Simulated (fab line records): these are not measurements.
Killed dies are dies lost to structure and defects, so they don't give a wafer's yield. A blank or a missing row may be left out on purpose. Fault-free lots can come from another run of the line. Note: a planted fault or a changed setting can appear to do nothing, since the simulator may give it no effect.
Chamber matching -- flow n5_finfet -- N5_MOL_CONTACT_COAG_DESCUM_45 on rie_diel-04: 4 sister chambers
The step chemistry O2, time 7 s. 4 wafers are shown with their chamber, then 11 later ones without.

## EACH WAFER AND ITS CHAMBER
wafer,chamber,drypump_motor_current_A (A)
L089.6,0,6.3
L090.5,1,5.5
L090.6,2,5.1
L092.1,3,5.5

## WAFERS WHOSE CHAMBER IS MISSING
wafer,drypump_motor_current_A (A)
L092.4,5.5
L092.6,5.5
L094.1,5.1
L094.2,5.4
L094.6,5.5
L096.2,5.5
L096.4,5.5
L096.5,5.1
L097.1,5.5
L097.2,5.2
L097.5,5.1

## CHAMBER TAKEN BY EACH
wafer,from the rows above,in truth
L092.4,can't be placed: 1 or 3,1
L092.6,can't be placed: 1 or 3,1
L094.1,2,2
L094.2,can't be placed: 1 or 3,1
L094.6,can't be placed: 1 or 3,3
L096.2,can't be placed: 1 or 3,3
L096.4,can't be placed: 1 or 3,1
L096.5,2,2
L097.1,can't be placed: 1 or 3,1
L097.2,2,2
L097.5,2,2
Correctly placed: 4 of 11. Unplaceable from these rows: 7, with the true chamber sitting among the candidates in 7. Placed wrongly: 0.
How it was worked out, from the rows above alone: a wafer's distance from a chamber is the root of the sum, over the readings, of the square of ((its reading less the chamber's mean) divided by the reading's scatter). If the next closest chamber is less than 2 further off than the closest, the wafer can't be placed; otherwise it belongs to the closest. A chamber's mean is the mean of its shown wafers. The scatter: root of mean squared gap, hidden wafer to nearest shown wafer, with one shown wafer a chamber.
